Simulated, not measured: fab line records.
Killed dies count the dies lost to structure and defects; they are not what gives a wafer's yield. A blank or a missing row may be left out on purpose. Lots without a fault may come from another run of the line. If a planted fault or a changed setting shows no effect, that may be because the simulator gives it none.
fab line records | flow nand-harc | part 2 of 2: steps 5 to 6 of 6
[record] lots = 23 wafers = 69 last-day = 24
route steps=1159 shown A_STAIRCASE@551
lots untouched by any fault: they come from a run of this same line in which no faults occurred
start-h: the number of hours between the record's first day and the start of the first shown wafer of the lot | wait-h: time in hours since the lot's previous step | " repeats the value in the row above | L1.1+2: several wafers, shown together as one row | - no value present, or no start provided | * or withheld: withheld | < > ~ a bound
route shown NAME@n: NAME is a module with steps in the file, n the number in the route of the first one | usual: the fault-free wafers' mean and standard deviation | same: alike in all rows | chamber/n: place in a boat | sites: readings site by site | _std_site: their standard deviation | _edge_site: the outer-site mean with the inner-site mean subtracted | radius-mm: for every site, how far away it sits from the centre of the wafer | mask NAME#n: copy n | behind: the last tool/chamber to shape the wafer | hold: cause of the lot's hold/its duration in hours/its outcome | device: names the non-switching transistor (n, p or np) | end of line: the route-end tests of the same wafers | a step with no rows: only its recipe | killed: dies lost to structure and defects at the first sort, not the wafer's yield | map: a wafer's dies, marking killed ones x, the rest . and places with no die _
set.NAME: the setting that was run; set.NAME@STEP: the one run at that earlier step | model.NAME: the simulator's own value behind a step, which no gauge read
route steps across a sampled set of lots; one table per step, one row per wafer
services: from which hour (start-h, from the record's first day; less than 0 if before it) a tool's chamber was out of use, for how many hours, and why
[[steps]]
[step NHARC_A_STAIRCASE_STRIP_254]
[recipe] power-w = 1500 temp-c = 250 chemistry = O2
[usual] drypump-motor-current-A = 6.18/0.2 heater-power-w = 327/19
// columns lot.wafer tool chamber start-h wait-h drypump-motor-current-A heater-power-w rf-hours-counter-h
L075.4 plasma-asher-02 0 249.66 - 6.40 301 -
L075.3 " 1 " " 5.98 340 -
L075.5 " 0 " " 6.36 302 -
L074.2 plasma-asher-01 1 253.54 - 5.97 327 51
L074.6 " 1 " " 5.97 313 -
L074.5 " 0 " " 6.35 365 -
L077.1 plasma-asher-01 1 263.44 - 5.97 327 54
L077.3 " 1 " " 5.99 325 -
L077.4 " 0 " " 6.34 357 -
L076.1 plasma-asher-02 0 263.97 - 6.38 305 24
L076.2 " 1 " " 6.01 345 24
L076.5 " 0 " " 6.40 291 -
L080.3 plasma-asher-01 0 290.08 - 6.36 342 -
L080.4 " 1 " " 5.95 313 -
L080.5 " 0 " " 6.36 335 -
L079.2 plasma-asher-01 0 293.49 - 6.36 350 8
L079.6 " 0 " " 6.37 338 -
L079.5 " 1 " " 5.98 309 -
L078.1 plasma-asher-01 1 294.07 - 5.97 317 9
L078.2 " 0 " " 6.37 337 9
L078.3 " 1 " " 5.96 324 -
L082.2 plasma-asher-01 0 305.41 - 6.37 338 17
L082.4 " 1 " " 5.95 316 -
L082.3 " 0 " " 6.36 337 -
L081.1 plasma-asher-01 1 306.21 - 5.98 314 18
L081.4 " 0 " " 6.34 333 -
L081.5 " 0 " " 6.36 341 -
L083.2 plasma-asher-01 0 308.18 - 6.37 337 20
L083.1 " 1 " " 5.99 319 20
L083.6 " 0 " " 6.37 334 -
L084.2 plasma-asher-02 1 317.44 - 5.99 344 28
L084.4 " 0 " " 6.42 294 -
L084.5 " 0 " " 6.42 297 -
L086.2 plasma-asher-02 0 326.53 - 6.41 293 32
L086.5 " 0 " " 6.41 301 -
L086.6 " 1 " " 5.98 342 -
L087.2 plasma-asher-01 1 328.13 - 5.96 313 28
L087.1 " 0 " " 6.34 338 28
L087.4 " 0 " " 6.35 338 -
L085.1 plasma-asher-02 1 331.94 - 5.98 348 34
L085.4 " 1 " " 5.99 344 -
L085.6 " 0 " " 6.41 302 -
L088.1 plasma-asher-01 1 341.59 - 5.98 327 32
L088.4 " 1 " " 5.95 319 -
L088.6 " 1 " " 5.96 313 -
L089.4 plasma-asher-02 0 341.60 - 6.38 295 -
L089.3 " 1 " " 5.98 343 -
L089.6 " 0 " " 6.38 300 -
L093.1 plasma-asher-02 1 355.29 - 6.00 348 41
L093.2 " 0 " " 6.41 301 41
L093.6 " 0 " " 6.39 295 -
L090.2 plasma-asher-02 1 357.54 - 5.98 353 42
L090.4 " 0 " " 6.42 302 -
L090.5 " 1 " " 6.02 347 -
L091.2 plasma-asher-01 0 357.56 - 6.35 332 37
L091.3 " 1 " " 5.97 311 -
L091.5 " 0 " " 6.35 347 -
L092.1 plasma-asher-01 0 361.12 - 6.34 342 39
L092.3 " 0 " " 6.34 334 -
L092.6 " 0 " " 6.33 334 -
L095.2 plasma-asher-01 1 368.70 - 5.97 319 45
L095.3 " 0 " " 6.35 328 -
L095.6 " 1 " " 5.95 319 -
L094.1 plasma-asher-01 0 369.84 - 6.33 335 45
L094.4 " 1 " " 5.98 319 -
L094.5 " 0 " " 6.36 345 -
L097.1 plasma-asher-01 0 387.49 - 6.36 340 51
L097.2 " 1 " " 5.98 319 51
L097.4 " 1 " " 6.00 320 -
[step NHARC_A_STAIRCASE_ETCH_294]
[recipe] target-depth-a = 49920 time-s = 1212.4 ion-energy-ev = 800 c4f8-flow-sccm = 80 o2-flow-sccm = 60 ar-flow-sccm = withheld rf-w = 600 bias-w = 3000 chemistry = C4F8/O2/Ar
[usual] bias-w = 3000/8.9 oes-product-au = 0.929/0.01 rf-vpp-V = 1826/8.8
// columns lot.wafer tool chamber start-h wait-h bias-w oes-product-au rf-hours-counter-h rf-vpp-V
L075.4 rie-diel-02 2 - - 3008 0.932 40 1839
L075.3 " 0 " " 3003 0.948 37 1843
L075.5 " 1 " " 2991 0.944 - 1824
L074.2 rie-diel-05 3 - - 3021 0.928 31 1834
L074.5 " 0 " " 2999 0.937 - 1819
L074.6 " 1 " " 3001 0.914 - 1816
L077.4 rie-diel-04 1 - - 3009 0.929 52 1843
L077.1 " 2 " " 3008 0.941 56 1830
L077.3 " 3 " " 2994 0.940 55 1834
L076.1 rie-diel-05 1 - - 2999 0.943 33 1816
L076.2 " 2 " " 3001 0.948 32 1827
L076.5 " 1 " " 3007 0.930 - 1816
L080.3 rie-diel-05 0 - - 3005 0.922 42 1817
L080.4 " 3 " " 3005 0.918 40 1833
L080.5 " 0 " " 2995 0.925 - 1818
L079.2 rie-diel-02 0 - - 3000 0.930 52 1841
L079.5 " 0 " " 2997 0.928 - 1841
L079.6 " 1 " " 2999 0.917 - 1824
L078.1 rie-diel-05 1 - - 3022 0.920 42 1817
L078.3 " 2 " " 3006 0.907 40 1825
L078.2 " 0 " " 2989 0.922 43 1817
L082.2 rie-diel-05 1 - - 2996 0.930 47 1815
L082.3 " 3 " " 2985 0.921 46 1835
L082.4 " 0 " " 3006 0.936 49 1816
L081.1 rie-diel-04 0 - - 3002 0.938 5 1821
L081.4 " 1 " " 3018 0.944 5 1843
L081.5 " 0 " " 2992 0.934 - 1820
L083.1 rie-diel-05 3 - - 2991 0.921 47 1834
L083.2 " 2 " " 2981 0.923 45 1827
L083.6 " 3 " " 3005 0.926 - 1831
L084.2 rie-diel-05 0 - - 3010 0.924 55 1818
L084.4 " 2 " " 2997 0.912 50 1825
L084.5 " 1 " " 2987 0.926 - 1815
L086.2 rie-diel-05 0 - - 3006 0.925 60 1817
L086.6 " 3 " " 2995 0.927 - 1833
L086.5 " 1 " " 3000 0.925 - 1815
L087.2 rie-diel-05 1 - - 3006 0.929 57 1813
L087.1 " 3 " " 2990 0.913 58 1832
L087.4 " 3 " " 2991 0.920 - 1832
L085.4 rie-diel-05 2 - - 3001 0.925 53 1826
L085.1 " 0 " " 3012 0.937 62 1818
L085.6 " 2 " " 2983 0.914 - 1826
L089.3 rie-diel-04 3 - - 2996 0.922 14 1835
L089.4 " 1 " " 2988 0.925 14 1845
L089.6 " 3 " " 2997 0.927 - 1835
L088.1 rie-diel-04 2 - - 3004 0.929 16 1827
L088.4 " 3 " " 3004 0.932 15 1834
L088.6 " 2 " " 3010 0.922 - 1827
L093.2 rie-diel-05 2 - - 3007 0.932 4 1825
L093.1 " 1 " " 3001 0.927 5 1817
L093.6 " 2 " " 2997 0.933 - 1825
L090.4 rie-diel-05 1 - - 3018 0.923 6 1815
L090.2 " 2 " " 2998 0.934 5 1825
L090.5 " 1 " " 3018 0.926 - 1815
L091.2 rie-diel-02 1 - - 3003 0.926 14 1824
L091.3 " 2 " " 3006 0.925 15 1837
L091.5 " 0 " " 2996 0.935 - 1838
L092.3 rie-diel-05 2 - - 2991 0.926 6 1824
L092.1 " 3 " " 2995 0.943 7 1832
L092.6 " 0 " " 2986 0.951 - 1817
L095.3 rie-diel-02 3 - - 2986 0.930 16 1822
L095.2 " 2 " " 2985 0.920 20 1837
L095.6 " 3 " " 3004 0.939 - 1822
L094.1 rie-diel-05 1 - - 2999 0.919 12 1814
L094.4 " 3 " " 2994 0.921 11 1832
L094.5 " 2 " " 2987 0.929 - 1824
L097.1 rie-diel-04 3 - - 3012 0.932 33 1832
L097.4 " 0 " " 3004 0.923 33 1819
L097.2 " 1 " " 3010 0.944 33 1844
[[services]]
// columns tool chamber start-h hours kind
rie-diel-02 1 218.06 10.4 repair
rie-diel-05 0 221.81 - clean
rie-diel-05 1 221.81 - clean
rie-diel-05 2 221.81 - clean
rie-diel-05 3 221.81 - clean
rie-diel-05 0 246.36 - clean
rie-diel-05 1 246.36 - clean
rie-diel-05 2 246.36 - clean
rie-diel-05 3 246.36 - clean
rie-diel-02 - 268.13 0.7 repair
rie-diel-05 0 270.88 - clean
rie-diel-05 1 270.88 - clean
rie-diel-05 2 270.88 - clean
plasma-asher-02 - 273.06 40.6 repair
plasma-asher-01 - 276.38 9.0 pm
rie-diel-02 - 281.04 0.8 repair
rie-diel-04 - 289.09 9.0 pm
rie-diel-04 - 314.14 16.1 repair
rie-diel-02 - 328.27 9.0 pm
rie-diel-05 - 340.68 9.0 pm
rie-diel-04 1 359.93 2.0 repair
plasma-asher-02 - 360.11 9.0 pm
rie-diel-02 3 366.58 10.0 repair
plasma-asher-01 - 374.16 0.9 repair
